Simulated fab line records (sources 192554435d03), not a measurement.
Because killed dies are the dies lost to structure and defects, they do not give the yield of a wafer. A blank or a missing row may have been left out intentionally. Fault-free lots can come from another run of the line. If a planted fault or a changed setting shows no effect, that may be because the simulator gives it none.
fab line records	flow n5-finfet
record: lots: 5	wafers: 13	last-day: 18
route steps=1938 shown MOL_CONTACT_COAG@628 BEOL_M0_SAQP@632 BEOL_M4@1111
lots that met no fault: from a run of the same line without faults
start-h: hours from the record's first day to the start of the lot's first wafer shown	wait-h: time in hours since the lot's previous step	" same as the row above	L1.1+2: a row that stands for several wafers	- no value present, or no start provided	* or withheld: withheld	< > ~ a bound
route shown NAME@n: a module of which the file shows steps, and the number in the route of the first	usual: mean/standard deviation taken from wafers without a fault	same: alike in all rows	chamber/n: place in a boat	sites: readings site by site	_std_site: standard deviation across them	_edge_site: inner sites' mean taken away from outer sites' mean	radius-mm: how far each site lies from the wafer's centre	mask NAME#n: copy n	behind: the tool/chamber that last shaped the wafer	hold: the reason the lot was held/the length of the hold in hours/how it ended	device: names the non-switching transistor (n, p or np)	end of line: tests run on the same wafers once the route is complete	a step given without rows: its recipe and nothing more	killed: count of dies lost to structure and defects at first sort (not the wafer's yield)	map: a wafer's dies, x killed, . not, _ none there
set.NAME: the setting the step ran with; set.NAME@STEP: the setting that earlier step ran with	model.NAME: the simulator's own value behind a step, which no gauge read
a table for each step, a row for each wafer; lots at some steps of the route
services: a tool's chamber out of use, with start hour (start-h, from the record's first day; less than 0 if before it), hours out, and reason
== steps ==
step: N5_MOL_CONTACT_COAG_THK_MEAS_53
recipe: reads: SiO2_of_MOL_CONTACT_COAG_PECVD_31
usual: VIA_MOL_THK: 44.2/0.64
lot.wafer	tool	chamber	start-h	wait-h	VIA_MOL_THK[nm]
L494.2	film-metro-02	-	129.35	-	44.7
L494.6	"	-	"	"	44.1
L502.1	film-metro-01	-	178.89	-	44.3
L502.2	"	-	"	"	44.3
L506.1	film-metro-02	-	201.18	-	42.8
L506.2	"	-	"	"	43.8
L506.3	"	-	"	"	43.1
L508.2	film-metro-02	-	210.25	-	43.5
L508.4	"	-	"	"	44.0
L508.6	"	-	"	"	44.4
L512.2	film-metro-02	-	237.81	-	43.6
L512.4	"	-	"	"	44.2
L512.6	"	-	"	"	43.2
step: N5_MOL_CONTACT_COAG_ANNEAL_112
recipe: temp-c: 400	time-s: 1800	ambient: HPD2	pressure-atm: 10
step: N5_MOL_CONTACT_COAG_INSPECT_97
recipe: inspect-instrument: darkfield	mode: post-anneal
usual: raw-defect-count: 48/20
lot.wafer	tool	chamber	start-h	wait-h	raw-defect-count
L494.2	defect-inspect-01	-	132.43	0.1	68
L494.6	"	-	"	"	53
L502.1	defect-inspect-02	-	181.94	0.0	91
L502.2	"	-	"	"	65
L506.1	defect-inspect-01	-	204.23	0.0	57
L506.2	"	-	"	"	125
L506.3	"	-	"	"	48
L508.2	defect-inspect-01	-	213.32	0.0	58
L508.4	"	-	"	"	52
L508.6	"	-	"	"	40
L512.2	defect-inspect-02	-	261.17	0.0	53
L512.4	"	-	"	"	31
L512.6	"	-	"	"	43
step: N5_BEOL_M0_SAQP_PECVD_00
recipe: material: SiCN	target-thk-a: 80	temp-c: withheld	precursor: 3MS/NH3	pressure-torr: 3	rf-w: 202	time-s: 14
usual: chamber-pressure-Torr: 2.999/0.0065	showerhead-plenum-p-Torr: 3.663/0.0099	throttle-valve-pct: 8.9/0.36
lot.wafer	tool	chamber	start-h	wait-h	chamber-pressure-Torr	showerhead-plenum-p-Torr	throttle-valve-pct
L494.2	pecvd-04	1	132.74	0.2	2.998	3.644	8.8
L494.6	"	1	"	"	2.997	3.641	8.7
L502.1	pecvd-01	1	182.27	0.2	3.009	3.678	8.8
L502.2	"	2	"	"	3.005	3.667	9.1
L506.1	pecvd-01	2	204.56	0.2	2.993	3.664	8.8
L506.2	"	1	"	"	3.012	3.673	8.8
L506.3	"	0	"	"	2.997	3.667	8.6
L508.2	pecvd-04	0	213.63	0.2	3.004	3.666	8.8
L508.4	"	1	"	"	2.986	3.639	8.7
L508.6	"	2	"	"	3.009	3.664	8.2
L512.2	pecvd-02	1	261.48	0.2	2.991	3.672	9.7
L512.4	"	0	"	"	2.994	3.659	9.4
L512.6	"	1	"	"	2.999	3.663	9.5
step: N5_BEOL_M0_SAQP_ILD_DEP_01
recipe: material: SiOC	target-thk-a: 454.19	temp-c: 350	precursor: DEMS/O2	pressure-torr: 5	rf-w: 500	time-s: 8.7
step: N5_BEOL_M0_SAQP_HM_DEP_02
recipe: material: TiN	target-thk-a: 120	temp-c: 25	chamber-pressure-pa: 0.49996
usual: throttle-valve-pct: 29.4/0.87
lot.wafer	tool	chamber	start-h	wait-h	throttle-valve-pct
L494.2	pvd-sputter-01	-	133.25	0.5	28.8
L494.6	"	-	"	"	28.8
L502.1	pvd-sputter-03	-	182.43	0.1	28.9
L502.2	"	-	"	"	29.3
L506.1	pvd-sputter-02	-	205.90	1.3	32.2
L506.2	"	-	"	"	28.6
L506.3	"	-	"	"	29.8
L508.2	pvd-sputter-03	-	214.05	0.4	28.6
L508.4	"	-	"	"	29.2
L508.6	"	-	"	"	29.5
L512.2	pvd-sputter-03	-	262.92	1.4	28.8
L512.4	"	-	"	"	29.0
L512.6	"	-	"	"	28.5
step: N5_BEOL_M0_SAQP_PECVD_03
recipe: material: SiCN	target-thk-a: 120	temp-c: withheld	precursor: 3MS/NH3	pressure-torr: 3	rf-w: 202	time-s: 21.1
step: N5_BEOL_M0_SAQP_PECVD_96
recipe: material: a-Si	target-thk-a: 450	temp-c: 350	precursor: SiH4/He	pressure-torr: 3	rf-w: 100	time-s: 45.2
step: N5_BEOL_M0_SAQP_PECVD_97
recipe: material: SiNx	target-thk-a: 230	temp-c: 350	precursor: SiH4/NH3/N2	pressure-torr: 1.5	rf-w: 300	time-s: 19.9
step: N5_BEOL_M0_SAQP_PECVD_04
recipe: material: a-Si	target-thk-a: 600	temp-c: 350	precursor: SiH4/He	pressure-torr: 3	rf-w: 100	time-s: 60.2
usual: chamber-pressure-Torr: 3.001/0.0062	heater-power-w: 611/48	showerhead-plenum-p-Torr: 5.66/0.037	throttle-valve-pct: 17.8/0.74
lot.wafer	tool	chamber	start-h	wait-h	chamber-pressure-Torr	heater-power-w	showerhead-plenum-p-Torr	throttle-valve-pct
L494.2	pecvd-01	2	133.49	0.0	2.994	565	5.67	17.5
L494.6	"	0	"	"	2.999	621	5.69	17.9
L502.1	pecvd-01	1	182.66	0.0	2.999	603	5.72	17.3
L502.2	"	0	"	"	2.997	566	5.68	17.9
L506.1	pecvd-01	2	206.14	0.0	3.009	560	5.67	17.7
L506.2	"	1	"	"	2.989	644	5.71	17.6
L506.3	"	0	"	"	3.004	591	5.68	17.8
L508.2	pecvd-02	1	214.29	0.0	3.003	715	5.69	19.3
L508.4	"	0	"	"	3.002	615	5.64	18.3
L508.6	"	2	"	"	3.006	583	5.62	18.0
L512.2	pecvd-04	0	263.16	0.0	2.989	549	5.62	17.5
L512.4	"	0	"	"	3.008	574	5.63	17.5
L512.6	"	2	"	"	3.010	686	5.65	16.2
step: N5_BEOL_M0_SAQP_THK_MEAS_05
usual: thk-nm: 59.8/0.83
lot.wafer	tool	chamber	start-h	wait-h	thk-nm
L494.2	film-metro-02	-	133.59	0.1	58.4
L494.6	"	-	"	"	60.0
L502.1	film-metro-01	-	182.76	0.1	60.3
L502.2	"	-	"	"	59.2
L506.1	film-metro-01	-	206.23	0.1	58.7
L506.2	"	-	"	"	60.1
L506.3	"	-	"	"	58.5
L508.2	film-metro-01	-	214.38	0.1	58.7
L508.4	"	-	"	"	60.9
L508.6	"	-	"	"	60.2
L512.2	film-metro-02	-	263.26	0.1	58.8
L512.4	"	-	"	"	59.3
L512.6	"	-	"	"	60.1
step: N5_BEOL_M0_SAQP_HM_DEP_111
recipe: material: SiO2	target-thk-a: 120	temp-c: 400	precursor: SiH4/N2O	pressure-torr: 0.75	rf-w: 275	time-s: 7.2
usual: chamber-pressure-Torr: 0.7502/0.0015	heater-power-w: 754/68	showerhead-plenum-p-Torr: 8.12/0.11
lot.wafer	tool	chamber	start-h	wait-h	chamber-pressure-Torr	heater-power-w	showerhead-plenum-p-Torr	model.SiO2_of_BEOL_M0_SAQP_HM_DEP_111.thk-nm
L494.2	pecvd-02	0	133.62	0.0	0.7495	742	8.07	11.8
L494.6	"	1	"	"	0.7511	834	8.21	10.4
L502.1	pecvd-04	0	182.80	0.0	0.7526	680	8.04	12
L502.2	"	1	"	"	0.7498	710	7.91	12
L506.1	pecvd-04	2	206.27	0.0	0.7513	797	8.12	12
L506.2	"	0	"	"	0.7483	750	8.06	12
L506.3	"	1	"	"	0.7485	669	7.93	11.8
L508.2	pecvd-01	0	214.42	0.0	0.7501	826	8.20	11.8
L508.4	"	0	"	"	0.7512	838	8.19	12
L508.6	"	1	"	"	0.7489	845	8.28	11.8
L512.2	pecvd-02	2	263.29	0.0	0.7519	796	8.03	11.8
L512.4	"	2	"	"	0.7515	791	8.02	11.8
L512.6	"	1	"	"	0.7486	840	8.23	11.8
step: N5_BEOL_M0_SAQP_COAT_81
recipe: resist: SOC	temp-c: 250	time-s: 60	spin-rpm: 1500	resist-thk-nm: 100
step: N5_BEOL_M0_SAQP_COAT_82
recipe: resist: SiARC	temp-c: 220	time-s: 60	spin-rpm: 1500	resist-thk-nm: 30
step: N5_BEOL_M0_SAQP_COAT_08
recipe: resist: CAR-ArF	spin-rpm: 1500	resist-thk-nm: 90
step: N5_BEOL_M0_SAQP_EBR_10
recipe: solvent: PGMEA	ebr-width-mm: 1.5
step: N5_BEOL_M0_SAQP_SOFTBAKE_09
recipe: temp-c: 110	time-s: 60	resist: CAR-ArF
step: N5_BEOL_M0_SAQP_EXPOSE_11
recipe: mask-id: M0_CORE	na: 1.35	source-shape: dipole	sigma-inner: 0.538	sigma-outer: 0.738	polarization: te	target-cd-nm: 42	dose-mj: 55
step: N5_BEOL_M0_SAQP_PEB_12
recipe: peb-temp-c: withheld	peb-time-s: 60	resist: CAR-ArF
step: N5_BEOL_M0_SAQP_DEVELOP_13
recipe: develop-time-s: 30	developer: TMAH	resist: CAR-ArF	dev-temp-c: 23	rinse-liquid: diw	dry: air-spin
step: N5_BEOL_M0_SAQP_CD_MEAS_14
recipe: target-cd-nm: 42.5	landing-energy-ev: 500	detector: se-inlens
usual: cd-nm: 42.5/0.52
lot.wafer	tool	chamber	start-h	wait-h	cd-nm
L494.2	cd-sem-02	0	134.07	-	41.9
L494.6	"	0	"	"	41.9
L502.1	cd-sem-01	0	183.12	-	42.2
L502.2	"	0	"	"	41.6
L506.1	cd-sem-03	0	206.72	-	42.3
L506.2	"	0	"	"	42.4
L506.3	"	0	"	"	41.7
L508.2	cd-sem-02	0	214.87	-	41.6
L508.4	"	0	"	"	42.3
L508.6	"	0	"	"	42.2
L512.2	cd-sem-02	0	263.62	-	43.3
L512.4	"	0	"	"	41.7
L512.6	"	0	"	"	42.4
step: N5_BEOL_M0_SAQP_OVL_MEAS_15
recipe: points-per-wafer: 44
usual: M0_CORE_OVL: 0.0/0.69
same: points-per-wafer: 44
lot.wafer	tool	chamber	start-h	wait-h	M0_CORE_OVL[nm]
L494.2	overlay-01	0	134.10	0.0	0.0
L494.6	"	0	"	"	-0.2
L502.1	overlay-02	0	183.15	0.0	0.8
L502.2	"	0	"	"	1.2
L506.1	overlay-02	0	206.75	0.0	0.5
L506.2	"	0	"	"	1.1
L506.3	"	0	"	"	0.5
L508.2	overlay-01	0	214.90	0.0	-0.5
L508.4	"	0	"	"	-0.9
L508.6	"	0	"	"	-0.8
L512.2	overlay-01	0	263.64	0.0	-0.9
L512.4	"	0	"	"	-0.2
L512.6	"	0	"	"	-0.4
step: N5_BEOL_M0_SAQP_INSPECT_16
recipe: mode: adi	inspect-instrument: brightfield
usual: raw-defect-count: 499/130
lot.wafer	tool	chamber	start-h	wait-h	raw-defect-count
L494.2	defect-inspect-02	-	134.12	0.0	276
L494.6	"	-	"	"	352
L502.1	defect-inspect-02	-	183.17	0.0	488
L502.2	"	-	"	"	387
L506.1	defect-inspect-01	-	206.77	0.0	429
L506.2	"	-	"	"	790
L506.3	"	-	"	"	600
L508.2	defect-inspect-02	-	214.92	0.0	397
L508.4	"	-	"	"	473
L508.6	"	-	"	"	494
L512.2	defect-inspect-02	-	263.67	0.0	420
L512.4	"	-	"	"	431
L512.6	"	-	"	"	458
step: N5_BEOL_M0_SAQP_DESCUM_19
recipe: chemistry: O2	time-s: 7.9	source-power-w: 50	bias-power-w: 20	pressure-mtorr: 20	rf-frequency-hz: 2.712e+07	temp-c: 40	resist: CAR-ArF	o2-flow-sccm: 225
usual: drypump-motor-current-A: 5.9/0.44	oes-product-au: 0.72/0.041	rf-vpp-V: 243.6/1.3	showerhead-plenum-p-Torr: 2.13/0.061	throttle-valve-pct: 20.57/0.17
lot.wafer	tool	chamber	start-h	wait-h	drypump-motor-current-A	oes-product-au	rf-hours-counter-h	rf-vpp-V	showerhead-plenum-p-Torr	throttle-valve-pct
L494.2	rie-diel-03	3	134.16	0.0	5.9	0.69	205	243.9	2.16	20.76
L494.6	"	3	"	"	5.9	0.69	-	244.3	2.16	20.76
L502.1	rie-diel-03	2	183.21	0.0	5.6	0.77	108	244.2	2.13	20.81
L502.2	"	0	"	"	5.9	0.71	190	245.4	2.15	20.42
L506.1	rie-diel-03	3	206.80	0.0	5.9	0.67	231	243.0	2.15	20.81
L506.2	"	1	"	"	6.4	0.68	240	242.7	2.14	20.51
L506.3	"	0	"	"	5.9	0.71	197	242.9	2.15	20.42
L508.2	rie-diel-03	2	214.95	0.0	5.6	0.75	119	243.2	2.13	20.81
L508.4	"	0	"	"	5.9	0.71	200	244.9	2.15	20.43
L508.6	"	2	"	"	5.6	0.76	-	242.8	2.13	20.81
L512.2	rie-diel-03	3	263.86	0.2	5.8	0.67	244	244.4	2.14	20.82
L512.4	"	1	"	"	6.4	0.67	-	245.1	2.14	20.53
L512.6	"	3	"	"	5.9	0.66	-	244.3	2.14	20.83
step: N5_BEOL_M0_SAQP_ETCH_83
recipe: chemistry: CF4	target: SiARC	target-depth-a: 390	mask-material: CAR-ArF	time-s: 65	ion-energy-ev: 80	pressure-mtorr: 40	source-w: 545	bias-w: 36	Ar_flow_sccm: 100	cf4-flow-sccm: 100	ends: cleared
step: N5_BEOL_M0_SAQP_ETCH_84
recipe: chemistry: N2/H2	target: SOC	target-depth-a: 1000	overetch-a: 200	mask-material: SiARC	temp-c: 40	time-s: 150	ion-energy-ev: 200	pressure-mtorr: 30	source-w: 840	bias-w: 150	n2-flow-sccm: 200	h2-flow-sccm: 200
step: N5_BEOL_M0_SAQP_STRIP_80
recipe: chemistry: N2/H2	temp-c: 40	n2-flow-sccm: 200	h2-flow-sccm: 200	rf-frequency-hz: 6e+07
step: N5_BEOL_M0_SAQP_HM_OPEN_112
recipe: chemistry: CHF3/O2	target: SiO2	stop-on: a-Si	target-depth-a: 120	over-etch-frac: 1.25	mask-material: SOC	time-s: 13.5	pressure-mtorr: 30	source-w: 650	bias-w: 170	Ar_flow_sccm: 200	CHF3_flow_sccm: 50	O2_flow_sccm: 5	ion-energy-ev: 200	ends: end-point
usual: drypump-motor-current-A: 5.9/0.43	oes_f_703_au: 0.72/0.037	oes-product-au: 0.470/0.026	rf-vpp-V: 525/18	showerhead-plenum-p-Torr: 2.45/0.072	throttle-valve-pct: 18.96/0.19
lot.wafer	tool	chamber	start-h	wait-h	drypump-motor-current-A	oes_f_703_au	oes-product-au	rf-hours-counter-h	rf-vpp-V	showerhead-plenum-p-Torr	throttle-valve-pct	model.etch.depth-nm
L494.2	rie-diel-03	3	134.35	0.0	5.8	0.72	0.456	205	509	2.49	19.22	11.81
L494.6	"	3	"	"	5.8	0.72	0.431	-	509	2.49	19.21	10.5
L502.1	rie-diel-03	2	183.40	0.0	5.6	0.77	0.511	108	506	2.43	19.10	12.05
L502.2	"	0	"	"	5.9	0.68	0.470	190	557	2.51	18.95	12
L506.1	rie-diel-03	3	207.00	0.0	5.9	0.70	0.437	231	509	2.48	19.27	11.97
L506.2	"	1	"	"	6.4	0.68	0.447	240	515	2.49	19.09	11.97
L506.3	"	0	"	"	5.9	0.69	0.460	197	558	2.50	18.94	11.79
L508.2	rie-diel-03	2	215.14	0.0	5.6	0.76	0.498	119	505	2.43	19.10	11.74
L508.4	"	0	"	"	5.9	0.68	0.466	200	558	2.50	18.94	11.98
L508.6	"	2	"	"	5.6	0.76	0.501	-	506	2.43	19.10	11.7
L512.2	rie-diel-03	3	264.05	0.0	5.9	0.70	0.437	244	508	2.48	19.29	11.75
L512.4	"	1	"	"	6.4	0.67	0.436	-	516	2.48	19.11	11.86
L512.6	"	3	"	"	5.9	0.69	0.427	-	507	2.48	19.28	11.76
step: N5_BEOL_M0_SAQP_STRIP_113
recipe: chemistry: CHF3/O2	resist: SiARC	rf-frequency-hz: 6e+07
step: N5_BEOL_M0_SAQP_MANDREL_ETCH_20
recipe: target-depth-a: 600	chemistry: HBr/Cl2	target: a-Si	stop-on: SiNx	bt-time-s: 10	mask-material: SOC	over-etch-frac: 0.5	time-s: 30	pressure-mtorr: 10	icp-w: 800	bias-w: 75	HBr_flow_sccm: 150	Cl2_flow_sccm: 80	ends: end-point
step: N5_BEOL_M0_SAQP_STRIP_86
recipe: chemistry: N2/H2	power-w: 500	temp-c: 40	pressure-mtorr: 50	rf-frequency-hz: 6e+07	overash-fraction: 0.3	bias-power-w: 28	h2-frac: 0.5	n2-flow-sccm: 300	h2-flow-sccm: 300
usual: drypump-motor-current-A: 5.8/0.45	n2-flow-sccm: 300.0/0.89	oes-product-au: 0.72/0.041	power-w: 500.1/1.5	rf-vpp-V: 122.2/1.3	showerhead-plenum-p-Torr: 3.42/0.098	throttle-valve-pct: 19.3/0.49
lot.wafer	tool	chamber	start-h	wait-h	drypump-motor-current-A	n2-flow-sccm	oes-product-au	power-w	rf-hours-counter-h	rf-vpp-V	showerhead-plenum-p-Torr	throttle-valve-pct
L494.2	rie-diel-03	2	134.57	0.1	5.6	301.4	0.78	500.7	89	121.1	3.41	19.3
L494.6	"	3	"	"	5.9	301.1	0.69	500.8	-	125.1	3.50	20.2
L502.1	rie-diel-05	0	183.58	0.1	5.3	298.4	0.75	500.6	156	121.9	3.48	18.5
L502.2	"	2	"	"	6.3	298.7	0.73	501.3	203	121.1	3.48	19.5
L506.1	rie-diel-03	3	207.18	0.1	5.9	300.8	0.68	499.2	231	121.7	3.48	20.2
L506.2	"	2	"	"	5.7	299.8	0.76	499.0	116	120.5	3.40	19.4
L506.3	"	1	"	"	6.5	300.2	0.68	499.2	240	121.6	3.48	19.5
L508.2	rie-diel-03	0	215.33	0.1	5.9	299.5	0.71	499.2	200	121.7	3.49	19.4
L508.4	"	1	"	"	6.4	299.4	0.68	496.4	242	122.7	3.48	19.5
L508.6	"	1	"	"	6.5	300.2	0.68	496.0	-	123.6	3.48	19.5
L512.2	rie-diel-05	2	264.25	0.1	6.4	301.4	0.71	500.5	228	123.6	3.47	19.5
L512.4	"	1	"	"	5.1	300.8	0.69	497.8	215	123.6	3.49	19.5
L512.6	"	3	"	"	6.0	299.9	0.64	500.6	-	122.0	3.31	19.4
step: N5_BEOL_M0_SAQP_STRIP_115
recipe: chemistry: post-etch-residue-remover	time-s: 60	temp-c: 25	remover-ph: withheld	remover-water-wt-pct: withheld	remover-fluoride-wt-pct: withheld
lot.wafer	tool	chamber	start-h	wait-h	model.SiO2_of_BEOL_M0_SAQP_HM_DEP_111.thk-nm
L494.2	wet-bench-02	4	134.64	-	11.8
L494.6	"	7	"	"	10.4
L502.1+2	wet-bench-02	7,5	183.65	-	12
L506.1+2	wet-bench-02	3,0	207.24	-	11.8
L506.3	"	4	"	"	11.6
L508.2+6	wet-bench-03	0,3	215.39	-	11.6
L508.4	"	4	"	"	11.8
L512.2+6	wet-bench-03	4,5	264.32	-	11.6
L512.4	"	3	"	"	11.8
step: N5_BEOL_M0_SAQP_SRD_93
recipe: dry: ipa-marangoni	time-s: 30	temp-c: 23	rinse-liquid: diw
step: N5_BEOL_M4_RC_MEAS_101
usual: DIBL_N: 36.2/2.2	DIBL_P: 36.5/3	IOFF_N: 0.16/0.039	IOFF_P: 0.22/0.047	ION_N: 675/15	ION_P: 463/10	SS_N: 71.6/0.71	SS_P: 73.4/0.94	VT_N: 250/3.6	VT_P: -250/3.9
lot.wafer	tool	chamber	start-h	wait-h	DIBL_N[mV/V]	DIBL_P[mV/V]	IOFF_N[nA/um]	IOFF_P[nA/um]	ION_N[uA/um]	ION_P[uA/um]	SS_N[mV/dec]	SS_P[mV/dec]	VT_N[mV]	VT_P[mV]
L494.2	prober-02	0	194.75	0.2	37.3	39.2	0.17	0.25	662	452	71.9	74.2	250	-248
L494.6	"	0	"	"	37.4	39.7	0.18	0.26	669	463	71.4	73.7	249	-245
L502.1	prober-02	0	248.27	0.0	33.4	32.0	0.12	0.16	676	463	71.4	72.1	253	-251
L502.2	"	0	"	"	36.8	36.9	0.19	0.26	703	484	72.2	73.4	248	-244
L506.1	prober-02	0	271.97	0.0	34.3	34.9	0.12	0.18	655	455	70.4	72.6	251	-252
L506.2	"	0	"	"	36.5	38.4	0.16	0.25	665	465	72.4	74.0	250	-249
L506.3	"	0	"	"	34.4	34.6	0.11	0.15	654	454	71.1	72.7	257	-253
L508.2	prober-02	0	285.28	0.3	36.5	37.1	0.18	0.27	688	479	72.0	73.4	244	-244
L508.4	"	0	"	"	36.1	36.2	0.18	0.24	699	487	72.1	72.3	248	-246
L508.6	"	0	"	"	36.7	36.4	0.17	0.23	699	480	72.3	73.0	247	-248
L512.2	prober-02	0	317.39	0.2	36.9	35.4	0.16	0.19	691	472	70.5	73.5	251	-252
L512.4	"	0	"	"	36.2	34.3	0.13	0.17	653	449	72.0	73.8	252	-253
L512.6	"	0	"	"	39.9	39.3	0.20	0.25	684	471	72.5	74.0	248	-251
== services ==
tool	chamber	start-h	hours	kind
rie-diel-03	0	109.28	3.0	repair
pecvd-04	2	115.95	6.9	repair
pecvd-01	-	120.19	2.0	repair
pvd-sputter-03	-	121.47	2.2	repair
rie-diel-05	0	124.31	6.9	repair
pecvd-01	-	126.90	0.9	repair
rie-diel-03	1	127.54	46.7	repair
rie-diel-05	3	136.41	7.8	repair
pecvd-04	-	170.44	0.4	repair
pvd-sputter-02	-	174.82	1.6	repair
pecvd-04	-	190.11	0.7	repair
pecvd-04	2	206.38	3.8	repair
pecvd-02	-	222.95	4.3	pm
pecvd-01	0	235.44	5.5	scheduled-down
rie-diel-03	-	242.73	14.6	pm
== key ==
first-sign none at tools or gauges
model-effect: step: N5_BEOL_M0_SAQP_HM_DEP_111	value: SiO2_of_BEOL_M0_SAQP_HM_DEP_111.thk-nm	without: 11.8	struck: 10.4
model-effect: step: N5_BEOL_M0_SAQP_HM_OPEN_112	value: etch.depth-nm	without: 11.77	struck: 10.5
model-effect: step: N5_BEOL_M0_SAQP_STRIP_115	value: SiO2_of_BEOL_M0_SAQP_HM_DEP_111.thk-nm	without: 11.6	struck: 10.4
met-at N5_BEOL_M0_SAQP_HM_DEP_111
struck-wafers L494.6
fault: kind: process-parameter-drift	tool: pecvd-02	chamber: -	onset-h: 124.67	steps: N5_BEOL_M0_SAQP_HM_DEP_111	channel: time-s	offset: *	shape: step	end-h: 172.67	scope: struck-wafers-only	acts-in: *	stated: *
